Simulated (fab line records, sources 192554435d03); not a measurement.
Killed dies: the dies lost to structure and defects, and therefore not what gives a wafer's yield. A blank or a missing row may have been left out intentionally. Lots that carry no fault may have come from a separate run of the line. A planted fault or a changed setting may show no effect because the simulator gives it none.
fab line records	flow n5_finfet
[record] lots = 9	wafers = 27	last_day = 18
route steps=1938 shown HKMG_FIN@399 BEOL_M4@1111 PASSIVATION@1936
lots with no fault: from the same line, run without faults
start_h: start of the lot's first displayed wafer, in hours after the record's first day	wait_h: hours elapsed since this lot's preceding step	" unchanged from the row above	L1.1+2: a row that stands for several wafers	- no value, or no start was given	* or withheld: withheld	< > ~ a bound
route shown NAME@n: a module of which the file shows steps, and the number in the route of the first	usual: average and standard deviation across the fault-free wafers	same: alike in all rows	chamber/n: place in a boat	sites: per-site readings	_std_site: standard deviation of those values	_edge_site: outer sites' mean less inner sites'	radius_mm: for every site, how far away it sits from the centre of the wafer	mask NAME#n: copy n	behind: the tool/chamber that last shaped the wafer	hold: why the lot went on hold/how many hours it stayed there/how the hold came to an end	device: the transistor (n, p or np) that didn't switch	end of line: at the end of the route, the tests of the same wafers	a step without rows: its recipe alone	killed: count of dies lost to structure and defects at first sort (not the wafer's yield)	map: per-die view of a wafer (x killed, . not killed, _ where there is no die)
set.NAME: the setting the step ran with; set.NAME@STEP: the setting that earlier step ran with	model.NAME: the simulator's own value behind a step, which no gauge read
steps of the route over a sample of lots; a table a step, a row a wafer
services: a tool's chamber out of use, with start hour (start_h, from the record's first day; less than 0 if before it), hours out, and reason
[[steps]]
[step N5_HKMG_FIN_OVL_MEAS_50]
[recipe] points_per_wafer = 44
[usual] NDIPOLE_OVL = -0.2/0.84
lot.wafer	tool	chamber	start_h	wait_h	NDIPOLE_OVL[nm]
L873.1	overlay-02	0	95.13	0.0	1.3
L873.2	"	0	"	"	0.1
L873.6	"	0	"	"	0.5
L875.3	overlay-02	0	108.98	0.0	1.0
L875.4	"	0	"	"	-0.1
L875.5	"	0	"	"	0.0
L881.3	overlay-01	0	144.69	0.0	-2.1
L881.5	"	0	"	"	-1.0
L881.6	"	0	"	"	-1.0
L880.3	overlay-01	0	149.06	0.0	-1.3
L880.4	"	0	"	"	-0.9
L880.5	"	0	"	"	-0.7
L882.2	overlay-01	0	151.68	0.0	0.4
L882.4	"	0	"	"	0.9
L882.5	"	0	"	"	-0.2
L883.2	overlay-01	0	156.21	0.0	-0.8
L883.3	"	0	"	"	0.2
L883.6	"	0	"	"	-0.9
L885.1	overlay-02	0	166.66	0.0	0.8
L885.2	"	0	"	"	0.0
L885.3	"	0	"	"	1.3
L891.2	overlay-01	0	203.74	0.0	0.9
L891.3	"	0	"	"	0.8
L891.5	"	0	"	"	0.0
L892.1	overlay-01	0	212.30	0.0	-1.9
L892.4	"	0	"	"	-0.8
L892.5	"	0	"	"	-0.6
[step N5_HKMG_FIN_DESCUM_53]
[recipe] chemistry = O2	time_s = 7.9	source_power_w = 50	bias_power_w = 20	pressure_mtorr = 20	rf_frequency_hz = 2.712e+07	temp_c = 40	resist = CAR-ArF	o2_flow_sccm = 225
[usual] drypump_motor_current_A = 5.9/0.58	o2_flow_sccm = 224.9/0.64	oes_product_au = 0.76/0.074	rf_vpp_V = 242.8/1.3	showerhead_plenum_p_Torr = 2.07/0.069	throttle_valve_pct = 20.39/0.21
lot.wafer	tool	chamber	start_h	wait_h	drypump_motor_current_A	o2_flow_sccm	oes_product_au	rf_hours_counter_h	rf_vpp_V	showerhead_plenum_p_Torr	throttle_valve_pct
L873.1	rie_diel-01	0	95.18	0.0	6.2	224.4	0.70	228	241.4	1.98	20.21
L873.2	"	1	"	"	5.3	225.2	0.76	144	243.0	2.08	20.61
L873.6	"	0	"	"	6.2	224.8	0.70	-	241.1	1.98	20.20
L875.3	rie_diel-01	2	109.06	0.1	6.7	224.4	0.78	141	243.0	2.12	20.42
L875.4	"	3	"	"	5.9	224.9	0.70	230	244.0	2.14	20.30
L875.5	"	3	"	"	5.9	225.1	0.70	-	244.7	2.14	20.30
L881.3	rie_diel-01	1	144.75	0.0	5.3	225.1	0.74	161	243.8	2.08	20.61
L881.5	"	0	"	"	6.2	225.0	0.68	-	241.7	1.97	20.25
L881.6	"	3	"	"	5.9	225.4	0.69	-	245.6	2.14	20.32
L880.3	rie_diel-01	2	149.12	0.0	6.7	225.7	0.78	155	243.1	2.11	20.45
L880.4	"	1	"	"	5.3	225.7	0.74	161	243.8	2.08	20.61
L880.5	"	1	"	"	5.3	224.6	0.74	-	243.8	2.08	20.60
L882.2	rie_diel-05	0	151.74	0.0	5.2	224.7	0.68	216	245.2	2.17	20.55
L882.4	"	2	"	"	5.6	224.3	0.79	128	242.3	2.11	20.45
L882.5	"	0	"	"	5.3	223.8	0.68	-	244.8	2.17	20.55
L883.2	rie_diel-06	2	156.27	0.0	5.3	225.6	0.85	56	243.1	2.02	20.06
L883.3	"	1	"	"	5.8	224.9	0.66	245	243.1	2.16	20.53
L883.6	"	0	"	"	6.4	225.3	0.74	-	242.0	2.02	20.69
L885.1	rie_diel-01	2	166.88	0.2	6.7	224.6	0.76	162	242.8	2.11	20.46
L885.2	"	1	"	"	5.2	224.9	0.73	169	242.2	2.07	20.63
L885.3	"	3	"	"	5.9	224.4	0.69	253	243.8	2.13	20.31
L891.2	rie_diel-06	0	203.80	0.0	6.4	226.1	0.72	171	241.3	2.01	20.72
L891.3	"	2	"	"	5.3	223.8	0.82	75	240.3	2.02	20.07
L891.5	"	2	"	"	5.3	222.6	0.83	-	242.2	2.02	20.07
L892.1	rie_diel-01	0	213.54	1.2	6.2	224.7	0.94	15	246.0	2.23	19.93
L892.4	"	0	"	"	6.2	224.8	0.95	-	246.0	2.23	19.91
L892.5	"	2	"	"	6.7	224.7	0.75	-	242.9	2.10	20.45
[step N5_HKMG_FIN_ETCH_54]
[recipe] chemistry = CF4	target = SiARC	target_depth_a = 455	mask_material = CAR-ArF	time_s = 75.8	ion_energy_ev = 80	pressure_mtorr = 40	source_w = 545	bias_w = 36	Ar_flow_sccm = 100	cf4_flow_sccm = 100	ends = cleared
[usual] bias_w = 35.99/0.11	cf4_flow_sccm = 100.0/0.31	drypump_motor_current_A = 5.9/0.58	etch_rf_on_time_s = 75.9/1.8	oes_product_au = 0.65/0.064	rf_vpp_V = 183.9/1.1	showerhead_plenum_p_Torr = 2.12/0.065	throttle_valve_pct = 15.58/0.19
lot.wafer	tool	chamber	start_h	wait_h	bias_w	cf4_flow_sccm	drypump_motor_current_A	etch_rf_on_time_s	oes_product_au	rf_hours_counter_h	rf_vpp_V	showerhead_plenum_p_Torr	throttle_valve_pct
L873.1	rie_diel-01	0	95.22	0.0	36.11	99.4	6.2	74.5	0.60	228	182.7	2.03	15.51
L873.2	"	1	"	"	35.94	99.9	5.3	76.1	0.65	144	183.4	2.13	15.77
L873.6	"	0	"	"	35.97	99.8	6.2	75.4	0.60	-	181.9	2.03	15.49
L875.3	rie_diel-01	2	109.10	0.0	35.93	100.0	6.7	75.6	0.67	141	184.5	2.15	15.55
L875.4	"	3	"	"	36.22	99.8	5.9	74.4	0.60	230	183.9	2.19	15.66
L875.5	"	3	"	"	36.08	99.9	5.9	74.0	0.60	-	184.5	2.19	15.68
L881.3	rie_diel-01	1	144.78	0.0	35.94	100.4	5.2	77.0	0.64	161	185.6	2.13	15.80
L881.5	"	0	"	"	36.05	100.3	6.2	76.3	0.58	-	183.8	2.02	15.54
L881.6	"	3	"	"	35.96	100.8	5.9	74.4	0.60	-	184.3	2.19	15.69
L880.3	rie_diel-01	2	149.15	0.0	35.91	99.6	6.7	76.4	0.65	155	184.9	2.15	15.56
L880.4	"	1	"	"	35.89	100.0	5.3	76.3	0.64	161	182.0	2.13	15.82
L880.5	"	1	"	"	35.96	100.3	5.3	76.4	0.63	-	182.8	2.13	15.82
L882.2	rie_diel-05	0	151.77	0.0	36.08	100.2	5.3	78.9	0.57	216	186.1	2.20	15.70
L882.4	"	2	"	"	35.77	99.6	5.6	76.3	0.67	128	183.7	2.16	15.58
L882.5	"	0	"	"	36.24	100.0	5.3	79.3	0.58	-	183.7	2.20	15.71
L883.2	rie_diel-06	2	156.30	0.0	35.89	99.7	5.3	76.3	0.72	56	183.2	2.08	15.23
L883.3	"	1	"	"	35.93	100.0	5.8	82.0	0.55	245	184.7	2.18	15.69
L883.6	"	0	"	"	36.09	99.8	6.4	75.7	0.64	-	181.9	2.06	15.80
L885.1	rie_diel-01	2	166.91	0.0	36.00	99.7	6.7	76.8	0.65	162	185.1	2.14	15.59
L885.2	"	1	"	"	35.88	100.0	5.2	75.7	0.63	169	184.4	2.12	15.84
L885.3	"	3	"	"	35.89	100.4	5.9	74.5	0.59	253	184.7	2.18	15.70
L891.2	rie_diel-06	0	203.84	0.0	35.88	100.5	6.4	77.5	0.61	171	183.7	2.05	15.81
L891.3	"	2	"	"	35.91	100.0	5.3	77.2	0.69	75	185.1	2.07	15.30
L891.5	"	2	"	"	35.84	99.8	5.3	77.1	0.70	-	184.5	2.07	15.27
L892.1	rie_diel-01	0	213.60	0.0	35.82	100.2	6.2	74.6	0.81	15	185.3	2.27	15.08
L892.4	"	0	"	"	35.89	100.3	6.2	73.9	0.81	-	186.4	2.27	15.11
L892.5	"	2	"	"	35.90	99.8	6.7	77.2	0.63	-	185.1	2.14	15.62
[step N5_HKMG_FIN_ETCH_31]
[recipe] chemistry = CF4	target = SiARC	target_depth_a = 455	mask_material = CAR-ArF	time_s = 75.8	ion_energy_ev = 80	pressure_mtorr = 40	source_w = 545	bias_w = 36	Ar_flow_sccm = 100	cf4_flow_sccm = 100	ends = cleared
[usual] bias_w = 35.98/0.11	cf4_flow_sccm = 100.0/0.3	drypump_motor_current_A = 5.8/0.59	etch_rf_on_time_s = 76.0/2.2	oes_product_au = 0.66/0.061	rf_vpp_V = 183.9/1.1	showerhead_plenum_p_Torr = 2.11/0.058	throttle_valve_pct = 15.58/0.19
lot.wafer	tool	chamber	start_h	wait_h	bias_w	cf4_flow_sccm	drypump_motor_current_A	etch_rf_on_time_s	oes_product_au	rf_hours_counter_h	rf_vpp_V	showerhead_plenum_p_Torr	throttle_valve_pct
L873.1	rie_diel-06	3	98.47	0.0	36.05	100.4	4.8	72.7	0.70	105	183.4	2.06	15.43
L873.2	"	2	"	"	36.04	99.6	5.3	74.7	0.76	37	183.4	2.09	15.19
L873.6	"	1	"	"	36.02	100.2	5.8	80.7	0.57	-	184.0	2.19	15.64
L875.3	rie_diel-01	1	112.67	0.0	35.96	100.0	5.3	76.0	0.64	151	184.1	2.13	15.79
L875.4	"	0	"	"	35.98	99.9	6.2	75.0	0.60	236	183.7	2.03	15.51
L875.5	"	0	"	"	35.79	99.8	6.2	75.1	0.59	-	182.1	2.03	15.52
L881.3	rie_diel-01	2	148.29	0.0	36.18	100.1	6.7	75.2	0.66	154	184.9	2.15	15.54
L881.5	"	3	"	"	36.03	100.4	5.9	73.3	0.60	-	184.6	2.19	15.69
L881.6	"	2	"	"	35.96	99.9	6.7	74.9	0.66	-	184.1	2.15	15.57
L880.3	rie_diel-05	0	152.85	0.0	-	-	-	-	-	-	-	-	-
L880.4	"	1	"	"	-	-	-	-	-	-	-	-	-
L880.5	"	1	"	"	-	-	-	-	-	-	-	-	-
L882.2	rie_diel-06	2	155.32	0.0	-	-	-	-	-	-	-	-	-
L882.4	"	1	"	"	-	-	-	-	-	-	-	-	-
L882.5	"	0	"	"	-	-	-	-	-	-	-	-	-
L883.2	rie_diel-05	1	159.55	0.0	-	-	-	-	-	-	-	-	-
L883.3	"	2	"	"	-	-	-	-	-	-	-	-	-
L883.6	"	1	"	"	-	-	-	-	-	-	-	-	-
L885.1	rie_diel-05	0	170.73	0.0	36.05	100.0	5.3	78.9	0.57	222	185.7	2.20	15.72
L885.2	"	1	"	"	35.99	100.3	5.9	73.5	0.73	63	182.6	2.08	15.59
L885.3	"	3	"	"	35.97	99.9	6.7	77.2	0.62	202	184.0	2.04	15.81
L891.2	rie_diel-06	0	207.46	0.0	35.88	99.3	6.3	76.8	0.62	173	182.8	2.05	15.82
L891.3	"	3	"	"	35.85	100.2	4.8	74.6	0.65	147	185.0	2.05	15.49
L891.5	"	2	"	"	36.10	99.9	5.3	76.7	0.70	-	183.9	2.07	15.27
L892.1	rie_diel-05	0	217.34	0.0	35.92	100.4	5.2	79.4	0.56	238	185.3	2.19	15.74
L892.4	"	2	"	"	35.93	100.1	5.6	76.0	0.66	151	183.7	2.15	15.62
L892.5	"	1	"	"	36.03	99.9	6.0	73.0	0.71	-	183.1	2.08	15.64
[step N5_BEOL_M4_RC_MEAS_101]
[usual] DIBL_N = 36.5/2	DIBL_P = 36.5/2.3	IOFF_N = 0.16/0.036	IOFF_P = 0.21/0.037	ION_N = 672/12	ION_P = 459/7.1	SS_N = 71.6/0.73	SS_P = 73.4/0.76	VT_N = 250/3.3	VT_P = -250.5/2.9
lot.wafer	tool	chamber	start_h	wait_h	DIBL_N[mV/V]	DIBL_P[mV/V]	IOFF_N[nA/um]	IOFF_P[nA/um]	ION_N[uA/um]	ION_P[uA/um]	SS_N[mV/dec]	SS_P[mV/dec]	VT_N[mV]	VT_P[mV]
L873.1	prober-01	0	199.42	0.0	40.0	39.5	0.23	0.28	695	472	72.2	74.4	246	-246.4
L873.2	"	0	"	"	40.9	41.1	0.25	0.32	679	457	72.4	74.7	245	-248.5
L873.6	"	0	"	"	35.9	34.9	0.14	0.19	657	451	71.0	73.1	251	-251.8
L875.3	prober-02	0	201.96	0.3	37.3	35.9	0.20	0.24	665	450	71.8	73.2	244	-250.3
L875.4	"	0	"	"	36.1	35.1	0.18	0.24	679	467	71.3	73.1	249	-250.9
L875.5	"	0	"	"	35.4	33.9	0.17	0.21	689	470	71.3	73.8	246	-248.8
L881.3	prober-01	0	257.46	0.3	38.3	36.8	0.19	0.25	684	464	71.7	74.4	245	-248.6
L881.5	"	0	"	"	39.4	37.8	0.24	0.27	693	465	72.8	74.5	243	-247.5
L881.6	"	0	"	"	38.6	37.5	0.21	0.27	680	462	72.3	74.3	247	-247.8
L885.1	prober-02	0	262.70	0.0	37.0	35.9	0.15	0.20	671	459	72.1	73.0	251	-251.3
L885.2	"	0	"	"	37.3	34.9	0.14	0.19	645	444	71.8	72.9	253	-251.0
L885.3	"	0	"	"	39.1	38.0	0.19	0.25	681	464	71.4	73.8	249	-246.2
L891.2	prober-01	0	309.41	0.2	38.1	41.2	0.24	0.30	691	474	72.1	73.9	243	-243.0
L891.3	"	0	"	"	37.5	39.5	0.21	0.26	684	467	71.8	74.3	248	-246.6
L891.5	"	0	"	"	37.7	39.4	0.21	0.26	661	449	72.3	74.0	247	-245.4
L892.1	prober-01	0	332.06	0.0	38.1	40.2	0.19	0.21	671	457	71.6	75.2	249	-250.8
L892.4	"	0	"	"	39.1	40.6	0.22	0.23	682	457	72.8	74.2	246	-251.5
L892.5	"	0	"	"	38.8	41.3	0.21	0.23	675	456	72.4	74.7	248	-248.9
[step N5_PASSIVATION_PROBE_49]
[usual] defect_limited_yield = 91.4/1.4	killed_at_M0_to_M3 = 33/11	killed_at_M4_up = 13/5.3	killed_at_contacts = 13/6.1	killed_at_front_end = 40/11	killed_at_other = 2.9/2.7	killed_dies = 102/17	killed_on_rim = 14/4.2	killed_open = 68/13	killed_short = 32/7.5	sort_bin_5_function = 5.1/0.98	sort_bin_6_memory = 3.2/0.69	sort_bin_8_speed = 0.1/1.1	sort_n_pass = 1077/21	sort_yield_pct = 91.3/1.7
[same] gross_dies = 1180	killed_at_back_side = 0	sort_bin_4_leakage[%] = 0
lot.wafer	tool	chamber	start_h	wait_h	defect_limited_yield[%]	killed_at_M0_to_M3	killed_at_M4_up	killed_at_contacts	killed_at_front_end	killed_at_other	killed_dies	killed_on_rim	killed_open	killed_short	sort_bin_5_function[%]	sort_bin_6_memory[%]	sort_bin_8_speed[%]	sort_n_pass	sort_yield_pct[%]
L882.2	prober-01	-	373.97	0.1	0	23	11	9	1136	1	1180	152	62	35	96.5	3.1	0	0	0
L882.4	prober-01	-	374.07	0.2	0	29	13	9	1127	2	1180	152	66	38	95.9	3.9	0	0	0
L882.5	prober-01	-	374.12	0.2	0	32	6	21	1120	1	1180	152	77	32	95.9	3.7	0	0	0
L883.2	prober-01	-	378.43	0.1	0	30	7	7	1135	1	1180	152	56	19	97.1	2.7	0	0	0
L883.3	prober-01	-	378.48	0.1	0	54	4	6	1115	1	1180	152	67	38	96.7	2.7	0	0	0
L883.6	prober-01	-	378.63	0.3	0	27	4	15	1134	0	1180	152	58	21	96.9	3.0	0	0	0
L880.3	prober-02	-	390.38	0.1	0	36	11	10	1110	13	1180	152	66	32	96.2	3.3	0	0	0
L880.4	prober-02	-	390.43	0.2	0	28	7	13	1128	4	1180	152	57	31	96.4	3.2	0	0	0
L880.5	prober-02	-	390.48	0.2	0	39	12	10	1114	5	1180	152	75	30	96.4	3.5	0	0	0
// killed by level:class
L882.2 HKMG_FIN:area_etch=1083 FIN_SAQP:geometric_particle:short=23 FIN_SAQP:geometric_particle:open=16 BEOL_M3:geometric_particle:open=9 STI_FIN_REVEAL:geometric_particle:open=6 MOL_CONTACT_COAG:geometric_particle:open=6 BEOL_M1:geometric_particle:open=4 BEOL_M4:geometric_particle:open=4
L882.4 HKMG_FIN:area_etch=1076 BEOL_M3:geometric_particle:open=10 FIN_SAQP:geometric_particle:short=9 FIN_SAQP:geometric_particle:open=8 MOL_CONTACT_COAG:geometric_particle:open=8 STI_FIN_REVEAL:geometric_particle:open=6 STARTING-WAFER:geometric_particle:open=6 STARTING-WAFER:geometric_particle:short=4
L882.5 HKMG_FIN:area_etch=1071 FIN_SAQP:geometric_particle:open=21 MOL_CONTACT_COAG:geometric_particle:open=18 BEOL_M3:geometric_particle:open=9 FIN_SAQP:geometric_particle:short=8 BEOL_M1:geometric_particle:open=5 DUMMY_GATE:geometric_particle:open=4 BEOL_M0_SAQP:geometric_particle:open=4
L883.2 HKMG_FIN:area_etch=1105 FIN_SAQP:geometric_particle:open=12 BEOL_M0_SAQP:geometric_particle:open=7 MOL_CONTACT_COAG:geometric_particle:open=6 BEOL_M0_SAQP:geometric_particle:short=6 FIN_SAQP:geometric_particle:short=5 BEOL_M2:geometric_particle:open=5 BEOL_M4:geometric_particle:open=5
L883.3 HKMG_FIN:area_etch=1075 BEOL_M0_SAQP:geometric_particle:open=15 BEOL_M0_SAQP:geometric_particle:short=14 FIN_SAQP:geometric_particle:open=13 BEOL_M2:geometric_particle:open=10 FIN_SAQP:geometric_particle:short=6 MOL_CONTACT_COAG:geometric_particle:open=6 BEOL_M2:geometric_particle:short=6
L883.6 HKMG_FIN:area_etch=1101 MOL_CONTACT_COAG:geometric_particle:open=11 FIN_SAQP:geometric_particle:open=10 BEOL_M3:geometric_particle:open=10 DUMMY_GATE:geometric_particle:open=6 BEOL_M0_SAQP:geometric_particle:short=5 BEOL_M0_SAQP:geometric_particle:open=5 MOL_CONTACT_COAG:geometric_particle:short=4
L880.3 HKMG_FIN:area_etch=1082 BEOL_M0_SAQP:geometric_particle:open=11 BEOL_M0_SAQP:geometric_particle:short=10 MOL_CONTACT_COAG:geometric_particle:open=9 STARTING-WAFER:geometric_particle:short=7 FIN_SAQP:geometric_particle:open=6 BEOL_M2:geometric_particle:open=6 PASS1_CAP:geometric_particle:open=5
L880.4 HKMG_FIN:area_etch=1092 BEOL_M2:geometric_particle:open=12 FIN_SAQP:geometric_particle:open=11 MOL_CONTACT_COAG:geometric_particle:open=10 GATE_CUT:geometric_particle:short=8 BEOL_M0_SAQP:geometric_particle:open=4 BEOL_M0_SAQP:geometric_particle:short=4 STARTING-WAFER:geometric_particle:short=4
L880.5 HKMG_FIN:area_etch=1075 FIN_SAQP:geometric_particle:open=12 MOL_CONTACT_COAG:geometric_particle:open=9 BEOL_M4:geometric_particle:open=9 FIN_SAQP:geometric_particle:short=8 BEOL_M2:geometric_particle:open=8 BEOL_M0_SAQP:geometric_particle:open=7 BEOL_M0_SAQP:geometric_particle:short=7
[[services]]
tool	chamber	start_h	hours	kind
rie_diel-06	1	78.17	4.5	repair
rie_diel-05	-	88.48	0.2	repair
rie_diel-05	2	106.14	16.1	repair
rie_diel-05	1	116.27	3.7	repair
rie_diel-06	2	128.59	2.3	repair
rie_diel-01	0	153.21	-	clean
rie_diel-01	0	153.21	-	consumable_replace:focus_ring
rie_diel-01	0	153.21	-	consumable_replace:showerhead
rie_diel-01	0	153.21	21.3	scheduled_down
rie_diel-01	0	153.21	21.3	vent_cycle
rie_diel-05	0	156.68	4.6	repair
rie_diel-06	1	173.05	-	clean
rie_diel-06	0	176.57	2.9	repair
rie_diel-01	3	183.44	7.2	repair
rie_diel-01	3	190.78	-	clean
rie_diel-01	3	190.78	-	consumable_replace:esc
rie_diel-01	3	190.78	-	consumable_replace:focus_ring
rie_diel-01	3	190.78	31.4	scheduled_down
rie_diel-01	3	190.78	31.4	vent_cycle
rie_diel-06	1	199.25	14.5	repair
rie_diel-06	-	209.18	0.3	repair
rie_diel-06	-	210.01	4.8	repair
rie_diel-06	1	216.20	8.8	repair
rie_diel-06	2	216.94	4.0	repair
[[key]]
[first_sign] step = N5_HKMG_FIN_ETCH_31	reading = tool_record	direction = missing
[effect] step = N5_PASSIVATION_PROBE_49	reading = killed_at_front_end	direction = up	sigmas = 99+	usual = 40	struck = 1124
[more_kills_born_at] N5_HKMG_FIN_ETCH_31@rie_diel-05 = 6530	N5_HKMG_FIN_ETCH_31@rie_diel-06 = 3230
met_at N5_HKMG_FIN_ETCH_31
struck_lots L880,L882,L883
later_rows_left_out L880.3,L880.4,L880.5,L882.2,L882.4,L882.5,L883.2,L883.3,L883.6
not_acting_at N5_HKMG_FIN_OVL_MEAS_50,N5_HKMG_FIN_DESCUM_53,N5_HKMG_FIN_ETCH_54
onset_between 98.47 152.85
[fault] kind = skipped_step_whole	tool = rie_diel-05,rie_diel-06	chamber = -	onset_h = 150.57	steps = N5_HKMG_FIN_ETCH_31	scope = struck_lots_only
// later_rows_left_out: the simulator's readings of these wafers behind a module that went badly wrong aren't trusted and aren't shown, but for the sort
